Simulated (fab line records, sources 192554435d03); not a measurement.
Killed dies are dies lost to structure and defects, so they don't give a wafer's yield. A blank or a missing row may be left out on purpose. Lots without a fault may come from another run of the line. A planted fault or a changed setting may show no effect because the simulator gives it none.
Problem report in the 8D (eight disciplines) form, filled by code | flow n5_finfet | the parts of the form that need people (team, actions taken, sign-off) are left out

1. THE PROBLEM
susceptor_temp_C at N5_BEOL_M6_ILD_DEP_00 reads a mean of 295.67 C on 6 wafers of 2 lots; wafers without a fault read 299.98 C with a standard deviation of 0.19. That is -23 standard deviations from the usual mean.
The step: deposits SiCOH lowk from DEMS/porogen, target thk 179.75 nm, time 33.4 s.
First seen on wafer L924.1, day 11 21:56, on pecvd-03. The record holds 36 wafers of 13 lots with a number at this step. Rule for "out", or "out of limits": more than 4 standard deviations from the usual mean. The other wafers with a number count as sound.

2. WHAT IT IS AND WHAT IT IS NOT
question                    | is                     | is not
which readings at this step | susceptor_temp_C       | heater_power_w, showerhead_plenum_p_Torr, throttle_valve_pct
which lots                  | L924, L927             | L913, L916, L917, L918, L919, L920, L921, L922, L926, L930, L933
which wafers of those lots  | all that have a number | -
read on which tools         | pecvd-03               | pecvd-01, pecvd-04
when                        | from day 11 21:56      | up to then (24 sound wafers); but 6 sound wafers of L930, L933 came after

3. SUSPECTS, AND WHAT RULES EACH OUT
Counting: a tool at a process step up to the reading stays a suspect if it ran every lot that is out and no sound lot after the first of them.
- pvd_sputter-01 at N5_BEOL_M5_ANNEAL_82 (time 1800 s): ruled out as a lasting fault. Sound lots L933 ran on it after its first lot that is out, L924 (day 11 17:13).
- pvd_sputter-01 at N5_BEOL_M5_SPUTTER_83 (material Cu, target thk 15 nm, time 27.62 s): ruled out as a lasting fault. Sound lots L933 ran on it after its first lot that is out, L924 (day 11 18:14).
- rtp_anneal-01 at N5_BEOL_M5_ANNEAL_51 (time 90 s): ruled out as a lasting fault. Sound lots L933 ran on it after its first lot that is out, L924 (day 11 20:43).
- pecvd-03 at N5_BEOL_M6_ILD_DEP_00 (deposits SiCOH lowk from DEMS/porogen, target thk 179.75 nm, time 33.4 s): kept. It ran every lot that is out, first L924 (day 11 21:56), and no sound lot after that; its last sound lot up to then is L922 (day 11 16:35). Its own readings are out on those wafers: susceptor_temp_C.
Left after counting: pecvd-03 at N5_BEOL_M6_ILD_DEP_00.

4. THE CAUSE (what the simulator had put in)
Process parameter drift: pecvd-03, from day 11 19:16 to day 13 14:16, at N5_BEOL_M6_ILD_DEP_00. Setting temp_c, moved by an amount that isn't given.
Counting left only this tool.

5. THE CHAIN OF EFFECTS, in route order
Each row: a reading whose mean over the struck wafers that have a number lies more than 3 standard deviations from the usual. Only readings for which the record gives a usual standard deviation are gone through. hours: the time from each lot's start at the first step in this table that gives one to its start at this step, as a median over the lots. sigmas: the change in usual standard deviations.
hours | step                  | reading          | usual    | on struck wafers | change | sigmas
0     | N5_BEOL_M6_ILD_DEP_00 | susceptor_temp_C | 299.98 C | 295.67           | -4.31  | -23
The process steps in it:
- N5_BEOL_M6_ILD_DEP_00: deposits SiCOH lowk from DEMS/porogen, target thk 179.75 nm, time 33.4 s.

6. WHAT WOULD HAVE CAUGHT IT SOONER
In this record the first reading out of limits was taken at day 11 21:56, 3 hours after the fault began at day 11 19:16.
